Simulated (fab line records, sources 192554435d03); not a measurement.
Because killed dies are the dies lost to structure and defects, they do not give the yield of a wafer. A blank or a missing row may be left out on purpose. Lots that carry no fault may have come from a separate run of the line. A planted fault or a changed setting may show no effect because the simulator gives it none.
A struck lot beside a sound one | flow n5_finfet | 25 out of 1938 route steps
Sound: wafers L825.1, L825.5, L825.6. Struck: wafers L837.3, L837.5, L837.6. The cause comes at the end.
Per side, at each step with rows, come the tool, then ch with its chambers, and then its first start. Under that, the readings that differ: sound wafers | struck wafers | difference of the means | sigmas: that difference in standard deviations of wafers without a fault.
alike: readings with means less than 2 such deviations apart, plus words and numbers identical on both sides. not compared: withheld readings, readings lacking a value on some wafer, bounds such as >300 that could conceal the same value, and numbers that have no deviation in the record and whose values overlap.
Wherever a step has rows on one side only, a row that says differs or no value, or a row with sigmas, the two part there. Numbers that have no deviation but don't overlap get no sigmas and don't part them. Lack of a reading on every wafer of one side parts them only where that side has two or more wafers.

first, 1 step without rows for these wafers: N5_BEOL_M5_DESCUM_16 (chemistry O2, time 7 s).
N5_BEOL_M5_ETCH_72: etches underlayer in N2/H2, target depth 6.5 nm, time 5.2 s.
  sound on rie_diel-03 ch 1,2, day 7 15:38; struck on rie_diel-03 ch 2,3, day 10 20:01
  alike: drypump_motor_current_A, etch_rf_on_time_s, oes_product_au, rf_vpp_V, showerhead_plenum_p_Torr, throttle_valve_pct
  not compared: rf_hours_counter_h
then, 1 step without rows for these wafers: N5_BEOL_M5_ETCH_61 (etches SiARC in CF4, target depth 15.6 nm, time 26 s).
N5_BEOL_M5_ETCH_62: etches SOC in N2/H2, target depth 75 nm, overetch 15 nm, time 112.5 s.
  sound on rie_diel-03 ch 1,2, day 7 15:41; struck on rie_diel-03 ch 2,3, day 10 20:04
  alike: drypump_motor_current_A, oes_product_au, rf_vpp_V, showerhead_plenum_p_Torr, throttle_valve_pct
  not compared: rf_hours_counter_h
then, 4 steps without rows for these wafers: N5_BEOL_M5_STRIP_63 (strips in N2/H2); N5_BEOL_M5_STRIP_73 (strips in N2/H2); N5_BEOL_M5_STRIP_64 (strips in CF4); N5_BEOL_M5_HM_OPEN_17 (chemistry Cl2/BCl3, target TiN, target depth 20 nm, overetch 6 nm).
N5_BEOL_M5_STRIP_19: strips in O2.
  sound on rie_diel-01 ch 0,1,3, day 7 16:02; struck on rie_diel-03 ch 0,1, day 10 20:20
  alike: drypump_motor_current_A, oes_product_au, rf_vpp_V, showerhead_plenum_p_Torr, throttle_valve_pct
  not compared: rf_hours_counter_h
N5_BEOL_M5_CD_MEAS_18: pitch 56 nm, target cd 28 nm.
  struck on cd_sem-03, day 10 20:25; sound on cd_sem-02, day 7 16:06
  alike: cd_nm
then, 2 steps without rows for these wafers: N5_BEOL_M5_COAT_65 (time 60 s, resist thk 60 nm); N5_BEOL_M5_COAT_66 (time 60 s, resist thk 12 nm).
N5_BEOL_M5_COAT_74: time 60 s, resist thk 5 nm.
  sound on litho_track-03 ch 0, day 7 17:26; struck on litho_track-04 ch 0, day 10 20:27
  reading                | sound                | struck               | difference | sigmas
  chill_plate_temp_C (C) | 22.70 22.80 22.89    | 22.94 23.16 23.07    | +0.26      | +2
  spin_speed_rpm (rpm)   | 1501.3 1500.8 1500.3 | 1678.4 1679.9 1676.9 | +177.6     | +99 or more
then, 6 steps without rows for these wafers: N5_BEOL_M5_COAT_22 (resist thk 30 nm); N5_BEOL_M5_EBR_24; N5_BEOL_M5_SOFTBAKE_23 (time 60 s); N5_BEOL_M5_EXPOSE_25 (exposes mask V4, defocus 10 nm); N5_BEOL_M5_PEB_26 (peb time 60 s); N5_BEOL_M5_DEVELOP_27 (develop time 30 s).
N5_BEOL_M5_CD_MEAS_28: target cd 30.6 nm, target cd y 20 nm.
  sound on cd_sem-03 ch 0, day 7 17:42; struck on cd_sem-01 ch 0, day 10 20:44
  alike: cd_nm
N5_BEOL_M5_OVL_MEAS_29:
  sound on overlay-01 ch 0, day 7 17:44; struck on overlay-02 ch 0, day 10 20:46
  alike: V4_OVL
N5_BEOL_M5_INSPECT_30: inspects for defects (brightfield).
  struck on defect_inspect-02, day 10 20:49; sound on defect_inspect-01, day 7 17:47
  alike: raw_defect_count
N5_BEOL_M5_DESCUM_33: chemistry O2, time 7 s.
  sound on rie_diel-01 ch 0,1,3, day 7 18:07; struck on rie_diel-01 ch 0,1, day 10 20:51
  alike: bias_power_w, drypump_motor_current_A, oes_product_au, rf_vpp_V, showerhead_plenum_p_Torr, throttle_valve_pct
  not compared: rf_hours_counter_h
N5_BEOL_M5_ETCH_75: etches underlayer in N2/H2, target depth 6.5 nm, time 5.2 s.
  sound on rie_diel-01 ch 0,1,3, day 7 18:08; struck on rie_diel-01 ch 0,1, day 10 20:53
  reading                                      | sound            | struck            | difference | sigmas
  etch_rf_on_time_s (s)                        | 5.15 5.12 4.97   | 4.72 4.78 4.85    | -0.30      | -2
  model.etch.depth_nm (nm)                     | 4.984 4.99 4.988 | 4.725 4.721 4.723 | -0.264     |
  model.CAR-EUV_of_BEOL_M5_COAT_22.thk_nm (nm) | 20.4 20.2 20.4   | 20.6 20.6 20.6    | +0.3       |
  alike: drypump_motor_current_A, oes_product_au, rf_vpp_V, showerhead_plenum_p_Torr, throttle_valve_pct
  not compared: rf_hours_counter_h
N5_BEOL_M5_ETCH_67: etches SiARC in CF4, target depth 15.6 nm, time 26 s.
  sound on rie_diel-01 ch 0,1,3, day 7 18:10; struck on rie_diel-01 ch 0,1, day 10 20:54
  alike: drypump_motor_current_A, etch_rf_on_time_s, oes_product_au, rf_vpp_V, showerhead_plenum_p_Torr, throttle_valve_pct
  not compared: rf_hours_counter_h

== WHERE THEY PART ==
Last at N5_BEOL_M5_ETCH_75 as far as this record goes, first at N5_BEOL_M5_COAT_74. Later steps at which nothing parts them and some readings are alike: N5_BEOL_M5_ETCH_67.

WHY: the cause the simulator had injected
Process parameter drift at N5_BEOL_M5_COAT_74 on litho_track-04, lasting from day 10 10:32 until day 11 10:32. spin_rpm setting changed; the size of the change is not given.
